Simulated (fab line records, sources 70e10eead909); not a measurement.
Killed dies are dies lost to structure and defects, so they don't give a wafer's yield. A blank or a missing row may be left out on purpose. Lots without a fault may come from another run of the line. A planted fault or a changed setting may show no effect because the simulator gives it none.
fab line records | flow nand_harc
record lots=11 wafers=33 last_day=25
route steps=1159 shown A_SLIT@799 A_WL_FILL@813 END@1159
lots that met no fault: from a run of the same line without faults
start_h: hours from the record's first day to the start of the lot's first wafer shown | wait_h: hours since the lot's step before | " the same as in the row above | L1.1+2: a row that stands for several wafers | - no value, or no start given | * or withheld: withheld | < > ~ a bound
route shown NAME@n: a module of which the file shows steps, and the number in the route of the first | usual: mean/standard deviation of fault-free wafers | same: alike in all rows | chamber/n: place in a boat | sites: the reading at each site | _std_site: their standard deviation | _edge_site: outer sites' mean less inner sites' | radius_mm: how far each site lies from the wafer's centre | mask NAME#n: copy n | behind: the tool/chamber that last shaped the wafer | hold: why the lot was held/for how many hours/how that ended | device: the transistor (n, p or np) that didn't switch | end of line: the same wafers' tests at the end of the route | a step without rows: its recipe alone | killed: dies lost to structure and defects at the first sort, not the wafer's yield | map: a wafer's dies, x killed, . not, _ none there
set.NAME: the setting as run; set.NAME@STEP: as run at that earlier step | model.NAME: the simulator's own value behind a step, which no gauge read
steps of the route over a sample of lots; a table a step, a row a wafer
services: from which hour (start_h, from the record's first day; less than 0 if before it) a tool's chamber was out of use, for how many hours, and why
## steps
# step NHARC_A_SLIT_ETCH_29
# recipe target_depth_a=1000 overetch_a=100 time_s=55 ion_energy_ev=100 cf4_flow_sccm=80 o2_flow_sccm=20 ar_flow_sccm=0 rf_w=300 bias_w=100 chemistry=CF4/O2
# usual drypump_motor_current_A=5.4/0.3 oes_ar_750_au=1.000/0.005 oes_product_au=1.000/0.0099 rf_vpp_V=197.5/1.3 showerhead_plenum_p_Torr=1.32/0.063 throttle_valve_pct=13.396/0.0091
# columns lot.wafer tool chamber start_h wait_h drypump_motor_current_A oes_ar_750_au oes_product_au rf_hours_counter_h rf_vpp_V showerhead_plenum_p_Torr throttle_valve_pct
L951.1 rie_diel-13 1 329.06 0.1 5.2 0.990 0.998 3 195.1 1.26 13.390
L951.2 " 0 " " 5.7 1.004 0.990 3 197.7 1.28 13.389
L951.5 " 2 " " 5.3 0.998 0.989 - 199.7 1.39 13.392
L953.1 rie_diel-07 0 339.52 0.1 5.1 1.004 0.999 8 196.7 1.33 13.380
L953.6 " 0 " " 5.1 0.993 1.001 - 197.6 1.33 13.395
L953.5 " 2 " " 5.4 1.006 1.005 - 198.0 1.34 13.398
L952.4 rie_diel-05 3 339.98 0.1 5.1 1.007 1.011 10 197.7 1.41 13.386
L952.2 " 1 " " 5.3 1.005 1.000 10 196.9 1.28 13.401
L952.1 " 2 " " 5.1 1.000 0.994 11 200.1 1.42 13.396
L954.1 rie_diel-07 0 344.40 0.1 5.1 0.999 0.997 10 198.4 1.33 13.392
L954.3 " 1 " " 5.4 0.996 0.989 8 196.1 1.26 13.395
L954.6 " 1 " " 5.4 0.999 0.991 - 195.9 1.26 13.385
L956.1 rie_diel-07 0 346.08 0.1 5.1 1.013 0.997 10 197.1 1.33 13.401
L956.4 " 1 " " 5.4 1.001 0.990 8 196.0 1.26 13.390
L956.6 " 2 " " 5.4 1.002 0.995 - 198.1 1.34 13.393
L957.1 rie_diel-05 1 371.93 0.1 5.3 0.996 1.018 2 196.3 1.28 13.399
L957.5 " 0 " " 5.5 1.009 1.005 - 199.2 1.37 13.405
L957.6 " 1 " " 5.3 1.004 1.015 - 196.5 1.28 13.397
L965.3 rie_diel-13 0 401.48 0.1 5.8 1.005 0.981 8 196.3 1.28 13.393
L965.5 " 2 " " 5.3 0.993 1.002 - 199.1 1.39 13.401
L965.6 " 3 " " 5.6 0.994 0.991 - 197.4 1.25 13.397
L966.1 rie_diel-13 1 409.47 0.1 5.2 0.995 1.006 9 196.2 1.26 13.379
L966.3 " 0 " " 5.8 1.006 0.999 8 197.0 1.28 13.385
L966.6 " 2 " " 5.3 0.992 0.992 - 198.3 1.39 13.409
L971.4 rie_diel-05 2 462.94 0.1 5.1 0.997 0.998 12 198.3 1.42 13.389
L971.3 " 1 " " 5.3 1.004 1.008 12 196.8 1.28 13.381
L971.5 " 3 " " 5.1 0.986 1.013 - 197.3 1.40 13.401
L972.2 rie_diel-13 1 464.59 0.1 5.1 1.001 1.014 0 195.0 1.26 13.402
L972.4 " 2 " " 5.3 1.001 0.984 0 200.5 1.39 13.388
L972.1 " 3 " " 5.6 1.005 0.991 1 196.9 1.25 13.408
L973.3 rie_diel-05 2 466.30 0.1 5.1 0.991 0.980 13 199.1 1.42 13.403
L973.6 " 3 " " 5.1 1.002 1.004 - 197.9 1.40 13.390
L973.5 " 0 " " 5.5 0.994 0.997 - 199.1 1.37 13.386
# step NHARC_A_WL_FILL_CVD_03
# recipe target_thk_a=400 temp_c=300 pressure_torr=40 wf6_flow_sccm=40 h2_flow_sccm=1600 ar_flow_sccm=1560 time_s=3302 material=W
# usual heater_power_w=474/51 throttle_valve_pct=8.00/0.19
# columns lot.wafer tool chamber start_h wait_h heater_power_w throttle_valve_pct
L951.1 cvd_w-01 1 338.25 0.1 522 7.75
L951.2 " 0 " " 528 8.00
L951.5 " 0 340.59 2.4 524 7.97
L952.2 cvd_w-01 0 349.15 0.1 531 7.70
L952.1 " 1 " " 515 8.20
L952.4 " 1 " " 495 7.86
L953.1 cvd_w-02 1 349.47 0.5 414 8.38
L953.6 " 0 350.87 1.9 429 8.16
L953.5 " 1 " " 399 8.38
L954.1 cvd_w-02 1 353.62 0.1 394 8.02
L954.3 " 0 355.06 1.5 448 8.09
L954.6 " 0 " " 441 7.95
L956.1 cvd_w-02 0 356.50 2.8 434 8.11
L956.4 " 0 " " 450 8.18
L956.6 " 1 358.86 5.1 389 7.99
L957.1 cvd_w-01 1 386.56 5.4 510 7.87
L957.5 " 1 388.44 7.2 521 8.23
L957.6 " 0 " " 533 8.20
L965.3 cvd_w-02 0 413.95 3.3 472 8.01
L965.5 " 0 " " 462 7.59
L965.6 " 1 " " 393 8.20
L966.1 cvd_w-01 0 418.93 0.1 522 8.00
L966.3 " 0 " " 530 7.90
L966.6 " 0 " " 518 8.06
L972.2 cvd_w-01 0 472.14 0.1 521 7.99
L972.1 " 1 " " 527 8.17
L972.4 " 0 " " 539 8.08
L971.3 cvd_w-02 0 473.09 1.0 466 7.83
L971.4 " 1 " " 402 8.03
L971.5 " 0 " " 459 7.83
L973.3 cvd_w-02 1 479.34 3.9 404 7.97
L973.6 " 1 " " 405 8.05
L973.5 " 0 " " 482 7.55
# step NHARC_A_WL_FILL_STRIP_29
# recipe time_s=20 o2_flow_sccm=500 ar_flow_sccm=0 bias_w=0 chemistry=O2
# usual drypump_motor_current_A=5.8/0.5 oes_product_au=0.998/0.012 rf_vpp_V=58.0/0.88 showerhead_plenum_p_Torr=3.62/0.17 throttle_valve_pct=17.035/0.0093
# columns lot.wafer tool chamber start_h wait_h drypump_motor_current_A oes_product_au rf_hours_counter_h rf_vpp_V showerhead_plenum_p_Torr throttle_valve_pct
L951.2 rie_diel-10 2 352.17 0.1 5.3 1.005 11.2 58.1 3.59 17.039
L951.1 " 0 " " 6.3 1.004 9.6 58.6 3.70 17.026
L951.5 " 1 " " 5.9 0.974 - 58.7 3.33 17.029
L953.1 rie_diel-03 2 363.19 0.1 6.2 0.993 4.7 58.5 3.80 17.018
L953.5 " 3 " " 5.8 1.002 - 58.2 3.35 17.034
L953.6 " 0 " " 4.7 1.007 - 57.5 3.35 17.025
L952.4 rie_diel-09 1 363.29 0.1 5.2 1.023 2.4 58.7 3.73 17.049
L952.2 " 2 " " 6.5 0.995 2.6 58.1 3.77 17.039
L952.1 " 3 " " 6.0 1.026 2.5 57.8 3.45 17.040
L954.1 rie_diel-09 3 367.36 0.1 6.1 1.009 2.6 57.7 3.45 17.034
L954.3 " 0 " " 5.7 0.999 2.5 58.3 3.79 17.035
L954.6 " 2 " " 6.5 0.991 - 59.5 3.77 17.039
L956.1 rie_diel-03 2 367.37 0.1 6.3 0.993 4.9 58.3 3.80 17.020
L956.4 " 3 " " 5.8 1.008 6.1 56.7 3.35 17.032
L956.6 " 1 " " 6.0 0.992 - 58.0 3.69 17.040
L957.1 rie_diel-09 3 400.26 0.1 6.0 1.021 3.6 58.0 3.45 17.048
L957.6 " 0 " " 5.7 1.010 - 57.4 3.78 17.037
L957.5 " 1 " " 5.2 1.015 - 58.2 3.73 17.025
L965.3 rie_diel-03 1 424.47 0.1 6.0 0.988 1.1 58.2 3.69 17.032
L965.6 " 2 " " 6.3 0.996 - 58.7 3.80 17.028
L965.5 " 3 " " 5.8 0.997 - 58.2 3.35 17.022
L966.1 rie_diel-03 3 434.90 0.1 5.8 0.990 1.5 57.7 3.35 17.044
L966.3 " 1 " " 6.0 0.996 1.4 56.5 3.69 17.036
L966.6 " 0 " " 4.7 0.989 - 56.7 3.35 17.040
L971.4 rie_diel-10 2 485.83 0.1 5.3 0.999 3.6 59.2 3.58 17.037
L971.3 " 0 " " 6.3 1.013 4.1 57.9 3.70 17.029
L971.5 " 3 " " 6.1 1.003 - 59.2 3.53 17.034
L972.1 rie_diel-09 1 488.60 0.1 5.2 0.988 1.0 58.4 3.73 17.031
L972.2 " 3 " " 6.0 0.985 1.2 57.1 3.45 17.042
L972.4 " 0 " " 5.6 1.005 1.2 58.7 3.78 17.043
L973.3 rie_diel-03 2 490.08 0.1 6.3 0.986 3.8 58.6 3.79 17.025
L973.6 " 1 " " 6.0 0.993 - 56.7 3.68 17.030
L973.5 " 2 " " 6.3 0.979 - 57.2 3.79 17.033
# step NHARC_A_WL_FILL_ETCHBACK_26
# recipe target_depth_a=520 time_s=13.3 hbr_flow_sccm=150 rf_w=350 icp_w=350 bias_w=60 chemistry=HBr
# usual bias_w=59.97/0.17 chamber_pressure_mTorr=14.997/0.013 drypump_motor_current_A=5.6/0.5 oes_product_au=1.001/0.01 throttle_valve_pct=23.266/0.0098
# columns lot.wafer tool chamber start_h wait_h bias_w chamber_pressure_mTorr drypump_motor_current_A oes_product_au rf_hours_counter_h throttle_valve_pct
L951.2 rie_si-05 2 357.65 0.4 60.02 14.983 5.2 1.005 1.0 23.259
L951.1 " 3 " " 60.02 14.993 5.2 1.003 1.0 23.269
L951.5 " 0 " " 59.97 15.001 5.5 1.013 - 23.254
L953.1 rie_si-05 1 368.61 0.4 59.97 14.984 5.7 0.988 0.9 23.258
L953.5 " 1 " " 59.63 15.010 5.7 0.995 - 23.264
L953.6 " 2 " " 59.97 14.975 5.2 0.997 - 23.275
L952.4 rie_si-01 0 368.64 0.4 60.04 14.996 6.7 1.017 0.2 23.249
L952.1 " 1 " " 59.42 14.987 5.1 0.999 0.2 23.267
L952.2 " 3 " " 59.96 14.977 5.4 0.988 0.2 23.276
L954.3 rie_si-01 2 372.52 0.4 - - - - - -
L954.1 " 3 " " - - - - - -
L954.6 " 2 " " - - - - - -
L956.4 rie_si-03 0 372.53 0.4 - - - - - -
L956.1 " 1 " " - - - - - -
L956.6 " 3 " " - - - - - -
L957.1 rie_si-01 2 405.41 0.4 60.13 15.003 6.2 0.997 0.3 23.265
L957.6 " 3 " " 59.82 14.994 5.5 0.987 - 23.269
L957.5 " 0 " " 59.94 14.998 6.7 1.011 - 23.288
L965.3 rie_si-01 2 429.07 0.4 59.94 14.985 6.2 1.000 0.5 23.259
L965.5 " 0 " " 59.73 15.011 6.7 1.007 - 23.270
L965.6 " 1 " " 60.10 14.995 5.1 0.994 - 23.253
L966.1 rie_si-03 3 440.34 0.4 60.26 14.985 4.9 0.994 0.9 23.276
L966.3 " 0 " " 59.95 14.986 5.7 1.006 0.9 23.264
L966.6 " 3 " " 60.11 14.984 4.9 0.991 - 23.254
L971.3 rie_si-03 2 491.51 0.4 59.96 15.001 5.7 0.996 1.3 23.248
L971.4 " 3 " " 59.87 15.016 4.9 1.009 1.2 23.264
L971.5 " 1 " " 60.01 15.007 5.8 0.989 - 23.262
L972.4 rie_si-05 2 493.90 0.4 60.02 15.001 5.1 1.000 0.5 23.257
L972.1 " 3 " " 60.09 15.017 5.2 0.994 0.5 23.286
L972.2 " 1 " " 60.21 14.985 5.7 1.026 0.5 23.259
L973.3 rie_si-01 2 493.92 0.4 60.24 14.997 6.2 1.015 1.1 23.262
L973.6 " 2 " " 59.95 14.979 6.2 1.004 - 23.266
L973.5 " 3 " " 60.11 15.015 5.5 1.013 - 23.250
# step NHARC_END_SORT_01
# recipe temp_c=25
# usual killed_at_array=28/8.6 killed_at_other=0.7/1.2 killed_at_periphery=3.1/2.3 killed_dies=32/8.7 killed_open=3.2/1.7 killed_short=2.0/1.5
# same gross_dies=677
# columns lot.wafer tool chamber start_h wait_h hold killed_at_array killed_at_other killed_at_periphery killed_dies killed_open killed_short
L953.1 prober-01 0 444.34 2.5 - 27 5 2 34 4 3
L953.5 prober-01 0 447.51 3.7 - 26 1 3 30 4 1
L953.6 prober-01 0 448.30 4.0 - 16 6 4 26 3 0
L951.1 prober-02 0 444.34 2.5 - 38 0 0 38 4 4
L951.2 prober-02 0 445.13 2.8 - 32 1 6 39 5 2
L951.5 prober-02 0 447.51 3.7 - 23 0 2 25 3 2
L952.1 prober-02 0 452.14 2.5 - 9 2 3 14 2 3
L952.2 prober-02 0 452.92 2.8 - 13 2 1 16 4 1
L952.4 prober-02 0 454.49 3.4 - 12 0 0 12 1 1
L956.1 prober-01 0 459.90 2.5 await_dispo/5.3h/scrap 673 0 4 677 6 1
L956.4 prober-01 0 462.30 3.4 await_dispo/5.3h/scrap 670 1 6 677 6 0
L956.6 prober-01 0 463.90 4.0 await_dispo/5.3h/scrap 671 2 4 677 3 2
L954.1 prober-02 0 461.55 4.2 await_dispo/1.4h/scrap 672 1 4 677 7 2
L954.3 prober-02 0 463.16 4.8 await_dispo/1.4h/scrap 674 0 3 677 1 2
L954.6 prober-02 0 465.57 5.7 await_dispo/1.4h/scrap 669 0 8 677 6 4
L957.1 prober-02 0 492.92 2.5 - 25 0 0 25 1 0
L957.5 prober-02 0 496.13 3.7 - 25 1 4 30 7 1
L957.6 prober-02 0 496.93 4.0 - 32 0 2 34 5 2
L965.3 prober-02 0 508.87 3.1 - 21 1 2 24 5 2
L965.5 prober-02 0 510.47 3.7 - 28 1 2 31 1 3
L965.6 prober-02 0 511.26 4.0 - 25 1 2 28 5 3
L966.1 prober-01 0 530.02 2.5 - 32 3 5 40 3 2
L966.3 prober-01 0 531.59 3.0 - 23 4 3 30 3 1
L966.6 prober-01 0 533.93 3.9 - 38 3 4 45 5 6
L971.3 prober-01 0 572.19 3.1 - 27 0 2 29 3 1
L971.4 prober-01 0 572.99 3.4 - 28 0 4 32 2 2
L971.5 prober-01 0 573.80 3.7 - 31 0 2 33 3 1
L972.1 prober-01 0 582.42 2.5 - 20 1 0 21 2 2
L972.2 prober-01 0 583.22 2.8 - 25 1 1 27 4 3
L972.4 prober-01 0 584.80 3.4 - 18 1 1 20 0 2
L973.3 prober-01 0 591.85 3.1 - 23 0 6 29 2 5
L973.5 prober-01 0 593.47 3.8 - 18 0 5 23 1 0
L973.6 prober-01 0 594.28 4.1 - 26 0 8 34 2 0
# killed by level:class
L953.1 A_SLIT:chamber_film_flake=9 A_SGD_CUT:chamber_film_flake=5 THIN_TSV:chamber_film_flake=5 A_STAIRCASE:chamber_film_flake=4 A_WL_FILL:geometric_particle:short=2 P_M0:geometric_particle:open=1 A_ONON_D1:geometric_particle:open=1 A_CHANNEL_FILL_D1:geometric_particle:short=1
L951.1 A_CHANNEL_HOLE_D1:chamber_film_flake=14 A_SLIT:chamber_film_flake=10 A_CHANNEL_FILL_D1:geometric_particle:short=2 A_WL_FILL:geometric_particle:open=2 A_STAIRCASE:chamber_film_flake=2 A_WL_FILL:chamber_film_flake=2 A_SGD_CUT:geometric_particle:open=1 A_WL_FILL:geometric_particle:short=1
L951.2 A_CHANNEL_HOLE_D1:chamber_film_flake=18 A_SLIT:chamber_film_flake=10 P_M0:geometric_particle:open=2 A_CHANNEL_FILL_D1:geometric_particle:open=2 A_STAIRCASE:chamber_film_flake=2 P_CONTACT:geometric_particle:short=1 P_CONTACT:geometric_particle:open=1 P_M0:geometric_particle:short=1
L953.5 A_SLIT:chamber_film_flake=7 A_SGD_CUT:chamber_film_flake=5 A_STAIRCASE:chamber_film_flake=4 A_CHANNEL_HOLE_D1:chamber_film_flake=3 P_GATE:chamber_film_flake=2 A_CONTACT:chamber_film_flake=2 A_ONON_D1:geometric_particle:short=1 A_ONON_D1:geometric_particle:open=1
L951.5 A_CHANNEL_HOLE_D1:chamber_film_flake=13 A_SLIT:chamber_film_flake=4 P_M0:geometric_particle:open=2 A_WL_FILL:chamber_film_flake=1 A_CHANNEL_FILL_D1:geometric_particle:short=1 A_WL_FILL:geometric_particle:open=1 A_CONTACT:geometric_particle:short=1 A_STAIRCASE:chamber_film_flake=1
L953.6 A_SLIT:chamber_film_flake=6 THIN_TSV:chamber_film_flake=6 A_SGD_CUT:chamber_film_flake=4 P_GATE:chamber_film_flake=3 A_CONTACT:geometric_particle:open=2 A_CONTACT:chamber_film_flake=2 P_M0:geometric_particle:open=1 A_CHANNEL_HOLE_D1:chamber_film_flake=1
L952.1 A_CONTACT:chamber_film_flake=3 A_STAIRCASE:chamber_film_flake=2 THIN_TSV:chamber_film_flake=2 P_CONTACT:geometric_particle:short=1 P_M0:geometric_particle:open=1 A_CHANNEL_FILL_D1:geometric_particle:short=1 A_CONTACT:geometric_particle:short=1 A_M0:geometric_particle:open=1
L952.2 A_CONTACT:chamber_film_flake=5 A_STAIRCASE:chamber_film_flake=2 THIN_TSV:chamber_film_flake=2 P_M1:geometric_particle:open=1 A_ONON_D1:geometric_particle:open=1 A_CHANNEL_FILL_D1:geometric_particle:short=1 A_CONTACT:geometric_particle:open=1 A_M1:geometric_particle:open=1
L952.4 A_CONTACT:chamber_film_flake=4 A_CHANNEL_FILL_D1:chamber_film_flake=2 A_STAIRCASE:chamber_film_flake=2 A_BLC:geometric_particle:short=1 A_BLC:geometric_particle:open=1 A_CHANNEL_HOLE_D1:chamber_film_flake=1 A_SLIT:chamber_film_flake=1
L956.1 A_WL_FILL:area_etchback=647 A_SLIT:chamber_film_flake=14 A_CONTACT:geometric_particle:open=3 A_STAIRCASE:chamber_film_flake=2 P_M0:geometric_particle:open=1 A_ONON_D1:geometric_particle:open=1 A_ONON_D1:geometric_particle:short=1 A_CHANNEL_FILL_D1:geometric_particle:open=1
L954.1 A_WL_FILL:area_etchback=632 A_CHANNEL_HOLE_D1:chamber_film_flake=19 A_SLIT:chamber_film_flake=10 P_M1:geometric_particle:open=2 A_ONON_D1:geometric_particle:open=2 A_WL_FILL:geometric_particle:open=2 A_ZERO_WELL:chamber_film_flake=2 A_CHANNEL_FILL_D1:chamber_film_flake=2
L956.4 A_WL_FILL:area_etchback=654 A_SLIT:chamber_film_flake=12 P_M0:geometric_particle:open=4 A_ONON_D1:geometric_particle:open=1 A_STAIRCASE:geometric_particle:open=1 P_ZERO_WELL:chamber_film_flake=1 P_BONDPAD:chamber_film_flake=1 A_CHANNEL_HOLE_D1:chamber_film_flake=1
L954.3 A_WL_FILL:area_etchback=641 A_SLIT:chamber_film_flake=12 A_CHANNEL_HOLE_D1:chamber_film_flake=10 A_STAIRCASE:chamber_film_flake=4 P_GATE:chamber_film_flake=2 A_CHANNEL_FILL_D1:chamber_film_flake=2 A_CONTACT:chamber_film_flake=2 P_STI:geometric_particle:short=1
L956.6 A_WL_FILL:area_etchback=650 A_SLIT:chamber_film_flake=12 A_CHANNEL_HOLE_D1:chamber_film_flake=6 THIN_TSV:chamber_film_flake=2 P_STI:geometric_particle:open=1 P_CONTACT:geometric_particle:open=1 P_CONTACT:geometric_particle:short=1 A_CHANNEL_FILL_D1:geometric_particle:open=1
L954.6 A_WL_FILL:area_etchback=651 A_CHANNEL_HOLE_D1:chamber_film_flake=7 P_GATE:chamber_film_flake=4 A_M1:geometric_particle:open=3 P_CONTACT:geometric_particle:short=2 A_SLIT:chamber_film_flake=2 A_CONTACT:chamber_film_flake=2 P_M0:geometric_particle:short=1
L957.1 A_SLIT:chamber_film_flake=10 A_STAIRCASE:chamber_film_flake=9 A_CONTACT:chamber_film_flake=3 A_WL_FILL:geometric_particle:open=1 A_ZERO_WELL:chamber_film_flake=1 A_CHANNEL_HOLE_D1:chamber_film_flake=1
L957.5 A_SLIT:chamber_film_flake=16 A_CONTACT:chamber_film_flake=4 P_CONTACT:geometric_particle:open=3 A_CHANNEL_HOLE_D1:chamber_film_flake=2 P_GATE:geometric_particle:open=1 A_ONON_D1:geometric_particle:open=1 A_CHANNEL_FILL_D1:geometric_particle:short=1 A_SGD_CUT:geometric_particle:open=1
L957.6 A_SLIT:chamber_film_flake=11 A_STAIRCASE:chamber_film_flake=5 A_CONTACT:chamber_film_flake=5 A_CHANNEL_HOLE_D1:chamber_film_flake=3 A_WL_FILL:geometric_particle:open=2 A_CHANNEL_FILL_D1:chamber_film_flake=2 P_CONTACT:geometric_particle:open=1 A_CHANNEL_FILL_D1:geometric_particle:open=1
L965.3 A_CHANNEL_HOLE_D1:chamber_film_flake=14 A_CONTACT:chamber_film_flake=2 P_ZERO_WELL:geometric_particle:short=1 P_CONTACT:geometric_particle:open=1 A_CHANNEL_HOLE_D1:geometric_particle:open=1 A_WL_FILL:geometric_particle:short=1 A_CONTACT:geometric_particle:open=1 A_BLC:geometric_particle:open=1
L965.5 A_CHANNEL_HOLE_D1:chamber_film_flake=20 A_CONTACT:chamber_film_flake=4 P_CONTACT:geometric_particle:short=1 A_SGD_CUT:geometric_particle:open=1 A_WL_FILL:geometric_particle:short=1 P_STI:chamber_film_flake=1 STARTING-WAFER:geometric_particle:short=1 A_ZERO_WELL:chamber_film_flake=1
L965.6 A_CHANNEL_HOLE_D1:chamber_film_flake=16 A_CHANNEL_FILL_D1:geometric_particle:open=2 A_CHANNEL_FILL_D1:geometric_particle:short=2 A_M0:geometric_particle:open=2 A_CONTACT:chamber_film_flake=2 P_GATE:geometric_particle:short=1 A_ONON_D1:geometric_particle:open=1 P_ZERO_WELL:chamber_film_flake=1
L966.1 A_CHANNEL_HOLE_D1:chamber_film_flake=23 A_CONTACT:chamber_film_flake=4 THIN_TSV:chamber_film_flake=3 P_CONTACT:chamber_film_flake=2 P_GATE:geometric_particle:short=1 A_CHANNEL_FILL_D1:geometric_particle:short=1 A_SGD_CUT:geometric_particle:open=1 A_CONTACT:geometric_particle:open=1
L966.3 A_CHANNEL_HOLE_D1:chamber_film_flake=12 A_CONTACT:chamber_film_flake=7 P_CONTACT:chamber_film_flake=3 THIN_TSV:chamber_film_flake=3 A_ONON_D1:geometric_particle:open=1 A_CONTACT:geometric_particle:open=1 A_BLC:geometric_particle:short=1 STARTING-WAFER:geometric_particle:open=1
L966.6 A_CHANNEL_HOLE_D1:chamber_film_flake=20 A_CONTACT:chamber_film_flake=9 A_CONTACT:geometric_particle:short=3 THIN_TSV:chamber_film_flake=3 P_M0:geometric_particle:open=2 P_CONTACT:chamber_film_flake=2 A_SOURCE_PLATE:geometric_particle:short=1 A_CHANNEL_FILL_D1:geometric_particle:short=1
L971.3 A_CHANNEL_HOLE_D1:chamber_film_flake=17 A_STAIRCASE:chamber_film_flake=4 A_CONTACT:geometric_particle:open=2 P_M0:geometric_particle:open=1 A_SGD_CUT:geometric_particle:short=1 P_ZERO_WELL:chamber_film_flake=1 A_SLIT:chamber_film_flake=1 A_CONTACT:chamber_film_flake=1
L971.4 A_CHANNEL_HOLE_D1:chamber_film_flake=23 P_GATE:chamber_film_flake=3 A_ONON_D1:geometric_particle:open=1 A_CHANNEL_HOLE_D1:geometric_particle:short=1 A_WL_FILL:geometric_particle:short=1 A_CONTACT:geometric_particle:open=1 P_ZERO_WELL:chamber_film_flake=1 A_STAIRCASE:chamber_film_flake=1
L971.5 A_CHANNEL_HOLE_D1:chamber_film_flake=24 A_STAIRCASE:chamber_film_flake=2 P_M1:geometric_particle:open=1 A_ONON_D1:geometric_particle:open=1 A_SLIT:geometric_particle:short=1 A_M0:geometric_particle:open=1 P_GATE:chamber_film_flake=1 A_SLIT:chamber_film_flake=1
L972.1 A_CHANNEL_HOLE_D1:chamber_film_flake=7 A_STAIRCASE:chamber_film_flake=4 A_CONTACT:chamber_film_flake=2 A_M1:chamber_film_flake=2 A_CHANNEL_FILL_D1:geometric_particle:open=1 A_CONTACT:geometric_particle:short=1 A_BLC:geometric_particle:short=1 A_M0:geometric_particle:open=1
L972.2 A_CHANNEL_HOLE_D1:chamber_film_flake=7 A_STAIRCASE:chamber_film_flake=4 A_CONTACT:chamber_film_flake=4 A_M1:chamber_film_flake=3 A_WL_FILL:geometric_particle:short=2 P_M2:geometric_particle:open=1 A_SOURCE_PLATE:geometric_particle:open=1 A_CHANNEL_FILL_D1:geometric_particle:short=1
L972.4 A_CONTACT:chamber_film_flake=6 A_CHANNEL_HOLE_D1:chamber_film_flake=3 A_STAIRCASE:chamber_film_flake=3 A_CONTACT:geometric_particle:short=2 A_SLIT:chamber_film_flake=2 A_M1:chamber_film_flake=2 P_STI:chamber_film_flake=1 THIN_TSV:chamber_film_flake=1
L973.3 A_CHANNEL_HOLE_D1:chamber_film_flake=12 A_CONTACT:chamber_film_flake=3 P_M0:chamber_film_flake=2 P_BONDPAD:chamber_film_flake=2 A_STAIRCASE:chamber_film_flake=2 P_CONTACT:geometric_particle:short=1 A_SOURCE_PLATE:geometric_particle:short=1 A_ONON_D1:geometric_particle:short=1
L973.5 A_CHANNEL_HOLE_D1:chamber_film_flake=7 A_SLIT:chamber_film_flake=5 A_CONTACT:chamber_film_flake=4 P_BONDPAD:geometric_particle:open=1 P_STI:chamber_film_flake=1 P_GATE:chamber_film_flake=1 P_M0:chamber_film_flake=1 P_M2:chamber_film_flake=1
L973.6 A_CHANNEL_HOLE_D1:chamber_film_flake=17 P_M0:chamber_film_flake=4 A_SLIT:chamber_film_flake=4 A_STAIRCASE:chamber_film_flake=2 A_CONTACT:chamber_film_flake=2 P_CONTACT:geometric_particle:open=1 P_M0:geometric_particle:open=1 P_ZERO_WELL:chamber_film_flake=1
## services
# columns tool chamber start_h hours kind
rie_diel-03 - 309.73 0.5 repair
rie_diel-07 1 324.93 17.9 repair
rie_diel-03 2 328.85 3.4 repair
rie_si-01 - 329.46 9.0 pm
rie_si-03 - 332.00 9.0 pm
rie_diel-13 - 335.73 10.5 repair
rie_diel-05 - 340.60 9.0 pm
rie_si-03 1 346.32 9.3 repair
rie_si-05 1 354.24 3.8 repair
rie_si-03 1 359.56 8.5 repair
rie_diel-07 0 359.82 6.7 repair
rie_diel-07 2 365.77 13.7 repair
rie_diel-13 2 373.07 7.6 repair
rie_diel-05 3 378.93 7.5 repair
cvd_w-02 - 378.99 13.0 pm
rie_diel-13 2 390.11 1.4 repair
rie_diel-03 - 392.30 9.0 pm
rie_diel-05 0 395.82 8.7 repair
rie_si-01 - 415.31 0.2 repair
rie_diel-09 - 431.10 9.0 pm
cvd_w-01 0 448.95 4.7 repair
rie_diel-13 - 453.03 9.0 pm
rie_diel-09 - 465.04 0.3 repair
cvd_w-01 - 474.98 13.0 pm
## key
first_sign step=NHARC_A_WL_FILL_ETCHBACK_26 reading=tool_record direction=missing
effect step=NHARC_END_SORT_01 reading=killed_at_array direction=up sigmas=75 usual=28 struck=672
more_kills_born_at NHARC_A_WL_FILL_ETCHBACK_26@rie_si-03=1950 NHARC_A_WL_FILL_ETCHBACK_26@rie_si-01=1923
met_at NHARC_A_WL_FILL_ETCHBACK_26
struck_lots L954,L956
later_rows_left_out L954.1,L954.3,L954.6,L956.1,L956.4,L956.6
tester_left_out L954,L956
not_acting_at NHARC_A_SLIT_ETCH_29,NHARC_A_WL_FILL_CVD_03,NHARC_A_WL_FILL_STRIP_29
onset_between 368.64 372.52
fault kind=skipped_step_whole tool=rie_si-01,rie_si-03 chamber=- onset_h=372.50 steps=NHARC_A_WL_FILL_ETCHBACK_26 scope=struck_lots_only
# tester_left_out: of these lots the tester's yield and bins aren't shown, on N5 and GAA mostly nor the transistor test; their killed dies are dies lost to structure and defects alone, not to doping, threshold or leakage, so they don't give the yield
# later_rows_left_out: the simulator's readings of these wafers behind a module that went badly wrong aren't trusted and aren't shown, but for the sort
